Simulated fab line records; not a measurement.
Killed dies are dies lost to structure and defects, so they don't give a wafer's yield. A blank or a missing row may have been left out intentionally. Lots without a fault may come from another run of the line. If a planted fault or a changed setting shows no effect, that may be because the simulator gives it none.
Chamber matching :: flow n5Finfet :: N5_SDB_CMP_30 on cmp-03: 4 sister chambers
The step polishes, stops on poly-Si, t overpolish 1.54 s, target thk 30 nm. 8 wafers are shown with their chamber, then 7 later ones without.

== WAFERS PAIRED WITH THEIR CHAMBERS ==
wafer: L079.3
chamber: 2
motorCurrentA (A): 10.7
headPressurePsi (psi): 4.164

wafer: L080.2
chamber: 1
motorCurrentA (A): 11.0
headPressurePsi (psi): 4.148

wafer: L080.5
chamber: 3
motorCurrentA (A): 12.9
headPressurePsi (psi): 4.156

wafer: L081.1
chamber: 0
motorCurrentA (A): 12.2
headPressurePsi (psi): 4.149

wafer: L081.2
chamber: 1
motorCurrentA (A): 11.1
headPressurePsi (psi): 4.172

wafer: L081.5
chamber: 3
motorCurrentA (A): 13.1
headPressurePsi (psi): 4.149

wafer: L083.2
chamber: 2
motorCurrentA (A): 10.2
headPressurePsi (psi): 4.166

wafer: L083.3
chamber: 0
motorCurrentA (A): 11.5
headPressurePsi (psi): 4.149

== WAFERS MISSING THEIR CHAMBER ==
wafer: L083.4
motorCurrentA (A): 11.1
headPressurePsi (psi): 4.144

wafer: L093.1
motorCurrentA (A): 12.8
headPressurePsi (psi): 4.135

wafer: L093.5
motorCurrentA (A): 10.3
headPressurePsi (psi): 4.153

wafer: L093.6
motorCurrentA (A): 11.4
headPressurePsi (psi): 4.159

wafer: L097.1
motorCurrentA (A): 12.5
headPressurePsi (psi): 4.150

wafer: L097.2
motorCurrentA (A): 11.9
headPressurePsi (psi): 4.155

wafer: L097.4
motorCurrentA (A): 10.3
headPressurePsi (psi): 4.144

== CHAMBER TAKEN BY EACH ==
wafer: L083.4
from the rows above: can't be placed: 1 or 0 or 2
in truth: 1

wafer: L093.1
from the rows above: can't be placed: 3 or 0
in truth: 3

wafer: L093.5
from the rows above: can't be placed: 2 or 1
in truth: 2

wafer: L093.6
from the rows above: can't be placed: 1 or 0 or 2
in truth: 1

wafer: L097.1
from the rows above: can't be placed: 3 or 0
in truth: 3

wafer: L097.2
from the rows above: 0
in truth: 0

wafer: L097.4
from the rows above: can't be placed: 2 or 1
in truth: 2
Correct placement for 1 of the 7. These rows do not allow placing 6 (true chamber among the candidates in 6). Placed wrongly: 0.
How it was worked out, from the rows above alone: a wafer's distance from a chamber is the root of the sum, over the readings, of the square of ((its reading less the chamber's mean) divided by the reading's scatter). The wafer belongs to the nearest chamber; if the next one is less than 2 further off, it can't be placed. The mean given for a chamber averages the wafers shown for that chamber. The scatter is the square root of a quotient: the sum, over the shown wafers, of each reading's squared deviation from its chamber's mean, divided by wafers minus chambers.
